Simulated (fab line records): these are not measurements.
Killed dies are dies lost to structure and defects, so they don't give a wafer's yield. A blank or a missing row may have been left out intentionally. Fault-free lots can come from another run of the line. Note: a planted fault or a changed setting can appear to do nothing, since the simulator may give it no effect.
The tool behind it: which one? | flow nandHarc | 42 wafers from 14 lots sampled at 5 of the route's 1302 steps

WHAT EACH GAUGE READ, for each wafer
NHARC_END_SORT_01. Usual: killedAtArray 53, standard deviation 21; killedAtOther 1.1, standard deviation 1.5; killedAtPeriphery 3.9, standard deviation 2.7; killedDies 58, standard deviation 21; killedOpen 3.4, standard deviation 1.9; killedShort 2.3, standard deviation 1.5.
lot  | measured     | on        | killedAtArray | killedAtOther | killedAtPeriphery | killedDies  | killedOpen | killedShort | flag
L774 | day 23 19:09 | prober-02 | 39 55 57      | 2 2 0         | 2 2 0             | 43 59 57    | 4 4 5      | 2 3 2       | 
L776 | day 25 04:52 | prober-02 | 59 66 64      | 1 4 3         | 7 8 4             | 67 78 71    | 1 2 2      | 2 2 6       | 
L775 | day 25 06:32 | prober-01 | 68 86 61      | 1 0 0         | 5 2 2             | 74 88 63    | 3 4 3      | 2 0 0       | 
L777 | day 25 13:38 | prober-02 | 30 20 21      | 0 0 0         | 3 2 1             | 33 22 22    | 3 2 0      | 3 3 4       | 
L780 | day 27 09:59 | prober-01 | 48 50 50      | 0 0 0         | 4 3 0             | 52 53 50    | 4 1 3      | 2 3 0       | 
L782 | day 28 01:53 | prober-01 | 23 29 22      | 2 4 3         | 2 1 10            | 27 34 35    | 2 3 3      | 2 5 5       | 
L787 | day 29 15:57 | prober-02 | 155 140 149   | 0 0 2         | 5 5 2             | 160 145 153 | 3 3 6      | 1 4 5       | OFF
L788 | day 30 08:26 | prober-02 | 131 125 139   | 0 0 0         | 2 6 2             | 133 131 141 | 0 6 3      | 2 1 5       | OFF
L790 | day 30 05:48 | prober-01 | 71 70 73      | 0 1 0         | 4 0 4             | 75 71 77    | 6 3 3      | 2 4 2       | 
L792 | day 32 00:08 | prober-01 | 42 34 30      | 1 1 0         | 5 1 4             | 48 36 34    | 7 2 3      | 1 5 3       | 
L794 | day 33 00:01 | prober-02 | 78 59 61      | 1 0 1         | 2 3 1             | 81 62 63    | 1 4 4      | 4 1 1       | 
L796 | day 33 06:16 | prober-01 | 83 75 57      | 6 1 3         | 8 4 5             | 97 80 65    | 2 3 3      | 3 1 2       | 
L795 | day 33 07:00 | prober-02 | 22 9 19       | 0 0 0         | 3 2 4             | 25 11 23    | 6 2 9      | 3 4 1       | 
L797 | day 34 19:23 | prober-01 | 43 44 45      | 1 2 0         | 0 3 4             | 44 49 49    | 3 4 3      | 0 1 2       | 

WHICH TOOL RAN EACH LOT (tool, then ch and the chambers of the sampled wafers, then the start)
lot  | NHARC_A_CONTACT_ETCH_122           | NHARC_THIN_TSV_DEGAS_49     | NHARC_THIN_TSV_PRE_CLEAN_50            | NHARC_THIN_TSV_PVD_19
L774 | harCapEtch-03 ch 0,1, day 20 23:15 | pvdSputter-02, day 23 06:55 | pvdSputter-02, day 23 19:09 or earlier | pvdSputter-02, day 23 19:09 or earlier
L776 | harCapEtch-03 ch 0,1, day 22 09:05 | pvdSputter-03, day 24 17:57 | pvdSputter-03, day 25 04:52 or earlier | pvdSputter-03, day 25 04:52 or earlier
L775 | harCapEtch-02 ch 0,1, day 22 10:30 | pvdSputter-03, day 24 16:38 | pvdSputter-03, day 25 06:32 or earlier | pvdSputter-03, day 25 06:32 or earlier
L777 | harCapEtch-01 ch 0,1, day 22 19:30 | pvdSputter-03, day 25 00:47 | pvdSputter-03, day 25 13:38 or earlier | pvdSputter-03, day 25 13:38 or earlier
L780 | harCapEtch-01 ch 0,1, day 24 08:43 | pvdSputter-02, day 26 20:49 | pvdSputter-02, day 27 09:59 or earlier | pvdSputter-02, day 27 09:59 or earlier
L782 | harCapEtch-03 ch 0,1, day 25 06:03 | pvdSputter-03, day 27 12:38 | pvdSputter-03, day 28 01:53 or earlier | pvdSputter-03, day 28 01:53 or earlier
L787 | harCapEtch-03 ch 0,1, day 26 10:56 | pvdSputter-03, day 29 01:52 | pvdSputter-03, day 29 15:57 or earlier | pvdSputter-03, day 29 15:57 or earlier
L788 | harCapEtch-03 ch 1, day 27 10:05   | pvdSputter-03, day 29 17:01 | pvdSputter-03, day 30 08:26 or earlier | pvdSputter-03, day 30 08:26 or earlier
L790 | harCapEtch-02 ch 0,1, day 27 10:16 | pvdSputter-02, day 29 18:17 | pvdSputter-02, day 30 05:48 or earlier | pvdSputter-02, day 30 05:48 or earlier
L792 | harCapEtch-01 ch 0,1, day 29 04:55 | pvdSputter-01, day 31 11:58 | pvdSputter-01, day 32 00:08 or earlier | pvdSputter-01, day 32 00:08 or earlier
L794 | harCapEtch-03 ch 0,1, day 29 19:19 | pvdSputter-03, day 32 06:32 | pvdSputter-03, day 33 00:01 or earlier | pvdSputter-03, day 33 00:01 or earlier
L796 | harCapEtch-01 ch 0,1, day 30 05:08 | pvdSputter-02, day 32 15:39 | pvdSputter-02, day 33 06:16 or earlier | pvdSputter-02, day 33 06:16 or earlier
L795 | harCapEtch-03 ch 0,1, day 30 05:24 | pvdSputter-03, day 32 16:50 | pvdSputter-03, day 33 07:00 or earlier | pvdSputter-03, day 33 07:00 or earlier
L797 | harCapEtch-03 ch 0,1, day 31 20:23 | pvdSputter-02, day 34 05:33 | pvdSputter-02, day 34 19:23 or earlier | pvdSputter-02, day 34 19:23 or earlier
- NHARC_A_CONTACT_ETCH_122: etches the open film in C4F8/O2/Ar, time 190 s, target depth 1850 nm.
- NHARC_THIN_TSV_DEGAS_49: time 120 s.
- NHARC_THIN_TSV_PRE_CLEAN_50: time 30 s.
- NHARC_THIN_TSV_PVD_19: deposits TaN, target thk 20 nm.

WHAT THE TOOLS THEMSELVES READ (means of the sampled wafers that have a number; where no wafer has one, the mark that the record gives instead)
NHARC_THIN_TSV_DEGAS_49. Usual: heaterPowerW reads 457 W (standard deviation 50).
lot  | tool          | heaterPowerW (W) | flag
L774 | pvdSputter-02 | 439              | 
L776 | pvdSputter-03 | 469              | 
L775 | pvdSputter-03 | 498              | 
L777 | pvdSputter-03 | 465              | 
L780 | pvdSputter-02 | 422              | 
L782 | pvdSputter-03 | 482              | 
L787 | pvdSputter-03 | 462              | 
L788 | pvdSputter-03 | 489              | 
L790 | pvdSputter-02 | 398              | 
L792 | pvdSputter-01 | 444              | 
L794 | pvdSputter-03 | 461              | 
L796 | pvdSputter-02 | 388              | 
L795 | pvdSputter-03 | 458              | 
L797 | pvdSputter-02 | 417              | 

NHARC_THIN_TSV_PRE_CLEAN_50. Usual: heaterPowerW reads 406 W (standard deviation 45).
lot  | tool          | heaterPowerW (W) | flag
L774 | pvdSputter-02 | 380              | 
L776 | pvdSputter-03 | 418              | 
L775 | pvdSputter-03 | 474              | 
L777 | pvdSputter-03 | 414              | 
L780 | pvdSputter-02 | 348              | 
L782 | pvdSputter-03 | 469              | 
L787 | pvdSputter-03 | 449              | 
L788 | pvdSputter-03 | 446              | 
L790 | pvdSputter-02 | 361              | 
L792 | pvdSputter-01 | 397              | 
L794 | pvdSputter-03 | 467              | 
L796 | pvdSputter-02 | 352              | 
L795 | pvdSputter-03 | 405              | 
L797 | pvdSputter-02 | 349              | 

NHARC_THIN_TSV_PVD_19. Usual: throttleValvePct reads 30.1 % (standard deviation 0.62).
lot  | tool          | throttleValvePct (%) | flag
L774 | pvdSputter-02 | 31.2                 | 
L776 | pvdSputter-03 | 30.0                 | 
L775 | pvdSputter-03 | 29.8                 | 
L777 | pvdSputter-03 | 29.9                 | 
L780 | pvdSputter-02 | 30.9                 | 
L782 | pvdSputter-03 | 29.7                 | 
L787 | pvdSputter-03 | 29.7                 | 
L788 | pvdSputter-03 | 29.7                 | 
L790 | pvdSputter-02 | 30.1                 | 
L792 | pvdSputter-01 | 29.5                 | 
L794 | pvdSputter-03 | 30.1                 | 
L796 | pvdSputter-02 | 30.0                 | 
L795 | pvdSputter-03 | 29.8                 | 
L797 | pvdSputter-02 | 30.8                 | 

THE ANSWER, worked out from the rows above alone
Rule: take the mean of a lot's wafers that have a number; if it is more than 3 standard deviations from the usual mean, the lot is off. Also off: a lot with no number at a reading for which 4 or more lots have one. Any other lot the step has rows for is counted as sound. First the gauges in route order, then the tools' own readings, where a lot's mean is used as printed above. The first step at which some lot is off is used, and at that step the reading that is off furthest; a lot without a number counts as furthest.
Off at NHARC_END_SORT_01 (killedAtArray): L787, L788.
If a tool, at a process step before that reading, ran all the lots that are off and no sound lot after the first of them, it fits. Those tools and the gauges at NHARC_END_SORT_01 are tried in the same way. NHARC_THIN_TSV_PRE_CLEAN_50 gives no start for some lots, so the hours and the order of its lots are those of NHARC_END_SORT_01. NHARC_THIN_TSV_PVD_19 gives no start for some lots, so the hours and the order of its lots are those of NHARC_END_SORT_01. No candidate that was tried fits.

WHAT THE SIMULATOR HAD INSERTED
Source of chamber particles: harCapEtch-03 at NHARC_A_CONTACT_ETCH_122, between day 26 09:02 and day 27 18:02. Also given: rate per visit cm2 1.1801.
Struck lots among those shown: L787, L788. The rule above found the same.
